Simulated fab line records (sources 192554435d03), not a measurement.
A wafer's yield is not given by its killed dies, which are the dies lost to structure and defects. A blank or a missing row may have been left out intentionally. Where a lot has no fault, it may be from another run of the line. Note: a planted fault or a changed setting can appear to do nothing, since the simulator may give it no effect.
Chamber matching || flow n5_finfet || N5_FIN_SAQP_ETCH_51 on rie_diel-02 has 4 sister chambers
The step etches SiARC in CF4, target depth 45.5 nm, time 75.8 s. 8 wafers are shown with their chamber, then 7 later ones without.

## EACH WAFER AND ITS CHAMBER
{"wafer": "L077.6", "chamber": 3, "showerhead_plenum_p_Torr (Torr)": 2.23, "throttle_valve_pct (%)": 15.36}
{"wafer": "L082.2", "chamber": 2, "showerhead_plenum_p_Torr (Torr)": 2.12, "throttle_valve_pct (%)": 15.75}
{"wafer": "L082.6", "chamber": 1, "showerhead_plenum_p_Torr (Torr)": 2.27, "throttle_valve_pct (%)": 15.48}
{"wafer": "L084.1", "chamber": 1, "showerhead_plenum_p_Torr (Torr)": 2.27, "throttle_valve_pct (%)": 15.51}
{"wafer": "L084.2", "chamber": 2, "showerhead_plenum_p_Torr (Torr)": 2.11, "throttle_valve_pct (%)": 15.76}
{"wafer": "L084.5", "chamber": 0, "showerhead_plenum_p_Torr (Torr)": 2.27, "throttle_valve_pct (%)": 15.21}
{"wafer": "L094.1", "chamber": 0, "showerhead_plenum_p_Torr (Torr)": 2.27, "throttle_valve_pct (%)": 15.24}
{"wafer": "L094.2", "chamber": 3, "showerhead_plenum_p_Torr (Torr)": 2.21, "throttle_valve_pct (%)": 15.45}

## WAFERS WHOSE CHAMBER IS MISSING
{"wafer": "L094.4", "showerhead_plenum_p_Torr (Torr)": 2.26, "throttle_valve_pct (%)": 15.53}
{"wafer": "L095.2", "showerhead_plenum_p_Torr (Torr)": 2.27, "throttle_valve_pct (%)": 15.24}
{"wafer": "L095.5", "showerhead_plenum_p_Torr (Torr)": 2.11, "throttle_valve_pct (%)": 15.80}
{"wafer": "L095.6", "showerhead_plenum_p_Torr (Torr)": 2.21, "throttle_valve_pct (%)": 15.44}
{"wafer": "L097.2", "showerhead_plenum_p_Torr (Torr)": 2.21, "throttle_valve_pct (%)": 15.45}
{"wafer": "L097.4", "showerhead_plenum_p_Torr (Torr)": 2.26, "throttle_valve_pct (%)": 15.54}
{"wafer": "L097.6", "showerhead_plenum_p_Torr (Torr)": 2.21, "throttle_valve_pct (%)": 15.44}

## WHICH CHAMBER EACH WENT THROUGH
{"wafer": "L094.4", "from the rows above": 1, "in truth": 1}
{"wafer": "L095.2", "from the rows above": 0, "in truth": 0}
{"wafer": "L095.5", "from the rows above": 2, "in truth": 2}
{"wafer": "L095.6", "from the rows above": 3, "in truth": 3}
{"wafer": "L097.2", "from the rows above": 3, "in truth": 3}
{"wafer": "L097.4", "from the rows above": 1, "in truth": 1}
{"wafer": "L097.6", "from the rows above": 3, "in truth": 3}
7 of 7 placed correctly. From these rows, 0 cannot be placed. Placed wrongly: 0.
How it was worked out, from the rows above alone: a wafer's distance from a chamber is the root of the sum, over the readings, of the square of ((its reading less the chamber's mean) divided by the reading's scatter). If the next closest chamber is less than 2 further off than the closest, the wafer can't be placed; otherwise it belongs to the closest. The mean given for a chamber averages the wafers shown for that chamber. The scatter: take each reading less its chamber's mean, square it, sum over the shown wafers, divide by the number of wafers less the number of chambers, and take the root.
